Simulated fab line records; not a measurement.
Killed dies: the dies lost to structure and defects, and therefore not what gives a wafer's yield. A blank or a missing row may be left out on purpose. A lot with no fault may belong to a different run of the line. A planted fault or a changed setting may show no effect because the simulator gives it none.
A lot that was struck, set against a sound lot | flow nand harc | 39 out of 1159 route steps
Sound: wafers L773.2, L773.3, L773.6. Wafers struck: L779.3, L779.4, L779.5. Last of all comes the cause.
At each step with rows: each side's tool, then ch and its chambers, then its first start. Under that, the readings that differ: sound wafers | struck wafers | difference of the means | sigmas: that difference in standard deviations of wafers without a fault.
alike: readings with means less than 2 such deviations apart, plus words and numbers identical on both sides. not compared: withheld readings, readings lacking a value on some wafer, bounds such as >300 that could conceal the same value, and numbers that have no deviation in the record and whose values overlap.
Wherever a step has rows on one side only, a row that says differs or no value, or a row with sigmas, the two part there. Numbers that have no deviation but don't overlap get no sigmas and don't part them. A reading missing from all wafers of one side parts the sides only when that side holds two or more wafers.

NHARC_P_M0_CD_MEAS_09: target cd 90 nm.
  sound on cd sem-03 ch 0, day 5 14:32; struck on cd sem-02 ch 0, day 7 12:13
  alike: cd nm
NHARC_P_M0_OVL_MEAS_10: pitch 180 nm.
  sound: overlay-01 at day 5 14:37; struck: overlay-01 at day 7 12:19
  alike: overlay x nm, overlay y nm
NHARC_P_M0_INSPECT_11:
  sound: defect inspect-02 at day 5 14:39; struck: defect inspect-02 at day 7 12:20
  alike: raw defect count
then, 1 step without rows for these wafers: NHARC_P_M0_DESCUM_14 (chemistry O2, time 3 s).
NHARC_P_M0_ETCH_34: etches the open film in N2/H2, target depth 40 nm, overetch 12 nm, time 43.94 s.
  sound on rie diel-05 ch 0,1, day 5 14:48; struck on rie diel-05 ch 1,2,3, day 7 12:30
  alike: drypump motor current A, n2 flow sccm, oes product au, rf fwd power W, rf vpp V, showerhead plenum p Torr, throttle valve pct
  not compared: rf hours counter h
NHARC_P_M0_ETCH_15: etches the open film in C4F8/Ar, target depth 150 nm, overetch 15 nm, time 82.5 s.
  sound on rie diel-05 ch 0,1,3; struck on rie diel-05 ch 0,1,2
  alike: oes product au, rf fwd power W, rf vpp V
  not compared: rf hours counter h
NHARC_P_M0_CD_MEAS_16:
  sound: cd sem-03 at day 5 15:01; struck: cd sem-01 at day 7 12:43
  alike: cd nm
then, 5 steps without rows for these wafers: NHARC_P_M0_STRIP_18 (strips in N2/H2); NHARC_P_M0_STRIP_19 (strips in post etch residue remover, time 600 s); NHARC_P_M0_DEGAS_28 (time 60 s); NHARC_P_M0_PRE_CLEAN_29 (time 30 s); NHARC_P_M0_PVD_20 (deposits TaN, target thk 5 nm, time 8.06 s).
NHARC_P_M0_PVD_21: deposits Cu, target thk 30 nm, time 20.49 s.
  sound: pvd sputter-02 at day 5 15:51; struck: pvd sputter-01 at day 7 13:36
  alike: throttle valve pct
then, 2 steps without rows for these wafers: NHARC_P_M0_ECD_22 (material Cu, target thk 400 nm); NHARC_P_M0_ANNEAL_30 (time 90 s).
NHARC_P_M0_CMP_23: polishes, t overpolish 20 s, target thk 117.53 nm.
  sound on cmp-01 ch 0,2,3, day 5 16:48; struck on cmp-01 ch 1,2, day 7 14:27
  alike: motor current A, time to endpoint s
then, 2 steps without rows for these wafers: NHARC_P_M0_SRD_25; NHARC_P_M0_PRE_CLEAN_31 (time 12 s).
NHARC_P_M0_DEP_32: deposits SiCN, target thk 30 nm.
  sound on pecvd-02 ch 1,2, day 5 17:22; struck on pecvd-01 ch 0,1,2, day 7 15:07
  alike: heater power w, rf fwd power W
then, 10 steps without rows for these wafers: NHARC_P_M1_DEP_00 (deposits SiOC, target thk 182.5 nm); NHARC_P_M1_DEHYDRATE_01 (time 120 s); NHARC_P_M1_HMDS_02 (time 30 s); NHARC_P_M1_COAT_34 (time 65 s); NHARC_P_M1_COAT_03 (resist thk 90 nm); NHARC_P_M1_SOFTBAKE_04 (time 55 s); NHARC_P_M1_EBR_05; NHARC_P_M1_EXPOSE_06 (exposes mask P M1, target cd 130 nm); NHARC_P_M1_PEB_07 (peb time 65 s); NHARC_P_M1_DEVELOP_08 (develop time 35 s).
NHARC_P_M1_CD_MEAS_09: target cd 130 nm.
  sound on cd sem-02 ch 0, day 5 18:37; struck on cd sem-01 ch 0, day 7 16:18
  alike: cd nm
NHARC_P_M1_OVL_MEAS_10: pitch 260 nm.
  sound: overlay-01 at day 5 18:43; struck: overlay-01 at day 7 16:23
  alike: overlay x nm, overlay y nm
then, 3 steps without rows for these wafers: NHARC_P_M1_DESCUM_14 (chemistry O2, time 3 s); NHARC_P_M1_ETCH_35 (etches the open film in N2/H2, target depth 40 nm, overetch 12 nm, time 43.94 s); NHARC_P_M1_ETCH_15 (etches the open film in C4F8/Ar, target depth 182.5 nm, time 91.2 s).
NHARC_P_M1_CD_MEAS_16:
  sound: cd sem-02 at day 5 19:07; struck: cd sem-03 at day 7 16:47
  alike: cd nm
then, 1 step without rows for these wafers: NHARC_P_M1_STRIP_18 (strips in N2/H2).
NHARC_P_M1_ETCH_28: etches the open film in CF4/N2, target depth 30 nm, time 72.99 s.
  sound on rie diel-02 ch 1,3; struck on rie diel-02 ch 1,3
  alike: drypump motor current A, n2 flow sccm, oes product au, rf fwd power W, rf vpp V, showerhead plenum p Torr, throttle valve pct
  not compared: rf hours counter h
then, 1 step without rows for these wafers: NHARC_P_M1_STRIP_19 (strips in post etch residue remover, time 600 s).
-- break in the record here, with 14 days between the starts of the struck wafers on either side (left off in module P_M1, picked up again in module END, where the first step shown is number 1159 on the route) --
NHARC_END_SORT_01:
  the record has rows for the struck wafers here (prober-02 ch 0, day 22 00:50) and none for the sound ones

WHERE THEY PART
At NHARC_END_SORT_01 and nowhere else, as far as this record goes.

WHY: what had been put in by the simulator
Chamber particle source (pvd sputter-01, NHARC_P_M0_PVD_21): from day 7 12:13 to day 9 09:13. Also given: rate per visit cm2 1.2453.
